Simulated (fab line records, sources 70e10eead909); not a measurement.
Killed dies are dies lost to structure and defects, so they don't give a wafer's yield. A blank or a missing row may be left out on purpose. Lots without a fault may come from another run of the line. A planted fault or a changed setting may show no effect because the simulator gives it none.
Chamber matching | flow nand_harc | NHARC_A_STAIRCASE_TRIM_220 on rie_diel-06: 4 sister chambers
The step chemistry O2, time 211.2 s. 18 wafers are shown with their chamber, then 9 later ones without.

WAFERS WITH THEIR CHAMBER
wafer  | chamber | showerhead_plenum_p_Torr (Torr) | drypump_motor_current_A (A) | rf_vpp_V (V)
L075.3 | 2       | 3.71                            | 5.8                         | 58.1
L075.4 | 0       | 3.58                            | 5.6                         | 58.1
L075.6 | 1       | 3.32                            | 6.3                         | 55.4
L076.2 | 1       | 3.31                            | 6.3                         | 57.6
L076.4 | 2       | 3.71                            | 5.8                         | 58.6
L076.5 | 2       | 3.71                            | 5.8                         | 58.0
L078.3 | 2       | 3.70                            | 5.8                         | 57.5
L078.4 | 3       | 3.77                            | 5.5                         | 57.7
L078.5 | 2       | 3.70                            | 5.8                         | 58.7
L080.3 | 0       | 3.58                            | 5.6                         | 58.3
L080.4 | 1       | 3.31                            | 6.4                         | 57.6
L080.5 | 3       | 3.77                            | 5.5                         | 58.7
L084.1 | 0       | 3.57                            | 5.6                         | 58.5
L084.3 | 2       | 3.70                            | 5.8                         | 57.2
L084.6 | 3       | 3.76                            | 5.5                         | 57.2
L086.2 | 0       | 3.57                            | 5.6                         | 58.8
L086.4 | 2       | 3.69                            | 5.8                         | 57.8
L086.6 | 3       | 3.76                            | 5.5                         | 57.8

SIGNATURES (means of the wafers above)
reading                  | chamber 0 | chamber 1 | chamber 2 | chamber 3 | scatter within a chamber
showerhead_plenum_p_Torr | 3.5750    | 3.3133    | 3.7029    | 3.7650    | 0.0066
drypump_motor_current_A  | 5.600     | 6.333     | 5.800     | 5.500     | 0.0218
rf_vpp_V                 | 58.425    | 56.867    | 57.986    | 57.850    | 0.679
Rule: a wafer's distance from a chamber is the root of the sum, over the readings, of the square of ((its reading less the chamber's mean) divided by the reading's scatter). The wafer belongs to the nearest chamber; if the next one is less than 2 further off, it can't be placed. The scatter: the root of (the sum of the squares of (reading less its chamber's mean) over the shown wafers, divided by (wafers less chambers)).

WAFERS WITHOUT THEIR CHAMBER
wafer  | showerhead_plenum_p_Torr (Torr) | drypump_motor_current_A (A) | rf_vpp_V (V)
L093.1 | 3.56                            | 5.6                         | 59.0
L093.2 | 3.75                            | 5.5                         | 59.4
L093.6 | 3.75                            | 5.5                         | 58.0
L094.1 | 3.75                            | 5.5                         | 60.5
L094.5 | 3.68                            | 5.8                         | 59.9
L094.6 | 3.75                            | 5.5                         | 56.8
L096.2 | 3.29                            | 6.3                         | 57.0
L096.4 | 3.56                            | 5.6                         | 58.2
L096.6 | 3.75                            | 5.5                         | 59.1

WHICH CHAMBER EACH WENT THROUGH
wafer  | from the rows above | in truth
L093.1 | 0                   | 0
L093.2 | 3                   | 3
L093.6 | 3                   | 3
L094.1 | 3                   | 3
L094.5 | 2                   | 2
L094.6 | 3                   | 3
L096.2 | 1                   | 1
L096.4 | 0                   | 0
L096.6 | 3                   | 3
Placed correctly: 9 of 9. Can't be placed from these rows: 0. Placed wrongly: 0.
